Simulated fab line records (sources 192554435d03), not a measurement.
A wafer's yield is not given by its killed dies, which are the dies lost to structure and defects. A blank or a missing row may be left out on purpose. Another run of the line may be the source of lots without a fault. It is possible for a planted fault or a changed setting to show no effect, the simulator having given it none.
The tool behind it: which one? :: flow n5Finfet :: 39 wafers from 15 lots sampled at 2 of the route's 1938 steps

== WHAT THE GAUGES READ, wafer by wafer ==
N5_BEOL_M9_INSPECT_58: inspects for defects (darkfield). Usual: rawDefectCount at 64, with a standard deviation of 21.
lot: L561
measured: day 10 08:35
on: defectInspect-02
rawDefectCount: 51 51
flag: 

lot: L563
measured: day 10 09:04
on: defectInspect-02
rawDefectCount: 92 73
flag: 

lot: L564
measured: day 11 01:45
on: defectInspect-02
rawDefectCount: 55 67 83
flag: 

lot: L565
measured: day 11 03:31
on: defectInspect-02
rawDefectCount: 57 60 71
flag: 

lot: L569
measured: day 12 05:50
on: defectInspect-02
rawDefectCount: 89 48
flag: 

lot: L570
measured: day 12 17:37
on: defectInspect-02
rawDefectCount: 37 104 77
flag: 

lot: L573
measured: day 12 18:43
on: defectInspect-02
rawDefectCount: 73 56 49
flag: 

lot: L574
measured: day 13 01:37
on: defectInspect-01
rawDefectCount: 75 38 58
flag: 

lot: L575
measured: day 13 06:53
on: defectInspect-02
rawDefectCount: 53 45 48
flag: 

lot: L578
measured: day 14 07:30
on: defectInspect-02
rawDefectCount: 56 59 68
flag: 

lot: L580
measured: day 14 15:16
on: defectInspect-02
rawDefectCount: 51 79 54
flag: 

lot: L579
measured: day 14 17:58
on: defectInspect-02
rawDefectCount: 95 82
flag: 

lot: L581
measured: day 15 13:20
on: defectInspect-01
rawDefectCount: 57 61
flag: 

lot: L583
measured: day 15 18:41
on: defectInspect-02
rawDefectCount: 84 99
flag: 

lot: L584
measured: day 15 21:17
on: defectInspect-02
rawDefectCount: 73 71 42
flag: 

N5_BEOL_M10_OVL_MEAS_12. Usual: M10_OVL 0.3 nm, standard deviation 0.83.
lot: L561
measured: day 10 10:40
on: overlay-01
M10_OVL (nm): 0.7 -0.7
flag: 

lot: L563
measured: day 10 11:34
on: overlay-01
M10_OVL (nm): -0.1 -0.2
flag: 

lot: L564
measured: day 11 05:09
on: overlay-01
M10_OVL (nm): 1.5 0.3 0.4
flag: 

lot: L565
measured: day 11 05:46
on: overlay-01
M10_OVL (nm): 0.4 -0.1 0.8
flag: 

lot: L569
measured: day 12 08:31
on: overlay-02
M10_OVL (nm): 1.2 1.5
flag: 

lot: L570
measured: day 12 19:17
on: overlay-01
M10_OVL (nm): -0.1 -0.3 0.3
flag: 

lot: L573
measured: day 12 20:34
on: overlay-02
M10_OVL (nm): 2.6 0.8 2.4
flag: 

lot: L574
measured: day 13 04:23
on: overlay-01
M10_OVL (nm): 1.1 0.3 0.7
flag: 

lot: L575
measured: day 13 08:56
on: overlay-01
M10_OVL (nm): 0.3 1.2 0.1
flag: 

lot: L578
measured: day 14 09:55
on: overlay-02
M10_OVL (nm): 1.0 1.5 1.6
flag: 

lot: L580
measured: day 14 17:13
on: overlay-02
M10_OVL (nm): 1.0 -0.3 0.7
flag: 

lot: L579
measured: day 14 20:32
on: overlay-02
M10_OVL (nm): -0.9 0.5
flag: 

lot: L581
measured: day 15 15:20
on: overlay-02
M10_OVL (nm): 1.8 0.7
flag: 

lot: L583
measured: day 15 20:43
on: overlay-02
M10_OVL (nm): -0.1 -0.7
flag: 

lot: L584
measured: day 16 00:41
on: overlay-01
M10_OVL (nm): 1.4 0.4 -0.1
flag: 

== TOOL THAT RAN EACH LOT (tool first, then ch and the chambers of the sampled wafers, then the start) ==
Record: no process step prior to these readings.

== WHAT THE TOOLS THEMSELVES READ (means of the sampled wafers that have a number; where no wafer has one, the mark that the record gives instead) ==
The record holds no such reading with a usual standard deviation.

== THE ANSWER, worked out from the rows above alone ==
Rule: lot off if the mean of its wafers having a number is beyond 3 standard deviations from the usual mean. Also off: a lot with no number at a reading for which 4 or more lots have one. Where the step has rows for the other lots, those lots are counted as sound. After the gauges, taken in route order, come the tools' own readings; for these a lot's mean is taken, as printed above. At the first step where some lot is off, the reading lying furthest off is the one used; lots without a number count as furthest.
Across all readings shown, no lot is off: no conclusion can be drawn from this.

== WHAT THE SIMULATOR HAD PUT IN ==
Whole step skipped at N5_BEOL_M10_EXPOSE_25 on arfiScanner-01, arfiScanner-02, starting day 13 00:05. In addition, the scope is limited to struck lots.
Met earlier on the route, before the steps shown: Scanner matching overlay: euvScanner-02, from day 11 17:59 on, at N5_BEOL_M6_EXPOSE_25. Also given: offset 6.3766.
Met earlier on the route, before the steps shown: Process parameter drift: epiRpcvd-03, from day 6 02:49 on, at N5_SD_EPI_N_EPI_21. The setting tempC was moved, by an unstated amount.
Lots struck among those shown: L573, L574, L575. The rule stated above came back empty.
